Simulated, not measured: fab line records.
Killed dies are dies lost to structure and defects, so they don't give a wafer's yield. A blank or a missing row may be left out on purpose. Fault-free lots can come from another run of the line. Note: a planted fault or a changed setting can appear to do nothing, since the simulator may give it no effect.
What tool caused it? | flow n5 finfet | 6 lots, 18 wafers sampled, at 4 steps of a route of 1938

== WHAT THE GAUGES READ, wafer by wafer ==
N5_HKMG_FIN_CD_MEAS_12 targets a cd of 92.8 nm.
lot  | measured    | on        | cd nm (nm)
L271 | day 4 22:44 | cd sem-03 | 93.3 93.4 92.7
L274 | day 5 12:08 | cd sem-01 | 92.9 94.4 93.1
L276 | day 6 00:47 | cd sem-02 | 94.1 93.3 93.8
L284 | day 8 01:39 | cd sem-03 | 92.8 94.7 95.1
L287 | day 8 13:16 | cd sem-03 | 93.8 92.8 94.5
L289 | day 9 08:36 | cd sem-02 | 93.5 93.9 93.8

== WHAT TOOL EACH LOT RAN ON (gives the tool, then ch and the chambers of the sampled wafers, and finally the start) ==
lot  | N5_HKMG_FIN_ALD_75              | N5_HKMG_FIN_STRIP_57              | N5_HKMG_FIN_PWFM_ALD_03
L271 | ald hk-01 ch 0,2, day 4 19:02   | rie diel-03 ch 1,2, day 4 19:52   | ald metal-04 ch 1,2,3, day 4 22:02
L274 | ald hk-03 ch 0,1,2, day 5 08:05 | rie diel-03 ch 0,2, day 5 09:11   | ald metal-01 ch 1,2,3, day 5 11:26
L276 | ald hk-02 ch 0,3, day 5 20:53   | rie diel-03 ch 2,3, day 5 21:46   | ald metal-01 ch 0,3, day 5 23:56
L284 | ald hk-02 ch 0,1,2, day 7 22:02 | rie diel-03 ch 1,3, day 7 22:45   | ald metal-03 ch 0,2,3, day 8 00:56
L287 | ald hk-02 ch 1,2,3, day 8 09:34 | rie diel-06 ch 0,1,2, day 8 10:23 | ald metal-04 ch 1,3, day 8 12:33
L289 | ald hk-01 ch 0,1, day 9 04:41   | rie diel-03 ch 2,3, day 9 05:43   | ald metal-04 ch 0,2,3, day 9 07:53
- N5_HKMG_FIN_ALD_75: deposits Al2O3, target thk 1 nm, co reactant pulse time 1 s.
- N5_HKMG_FIN_STRIP_57: strips in CF4.
- N5_HKMG_FIN_PWFM_ALD_03: deposits TiN, target thk 2 nm, pulse time 1 s, purge time 3 s.

== THE ANSWER, worked out from the rows above alone ==
Rule: the lots themselves supply what counts as usual. Put in order of their means at a reading, lots are off if they are a third of the lots or fewer, leave a main group of 4 or more, and stand apart from it by a gap of 3 or more times the standard deviation of the main group's means; of several such gaps the widest counts. Not used: any main group whose means are identical at the precision the tables above print for the reading. A lot without any number at a reading at which 4 lots or more have one is off too. The other lots that the step has rows for count as sound.
No lot is off at any reading shown: from this, nothing can be told.

== WHAT HAD BEEN PUT IN BY THE SIMULATOR ==
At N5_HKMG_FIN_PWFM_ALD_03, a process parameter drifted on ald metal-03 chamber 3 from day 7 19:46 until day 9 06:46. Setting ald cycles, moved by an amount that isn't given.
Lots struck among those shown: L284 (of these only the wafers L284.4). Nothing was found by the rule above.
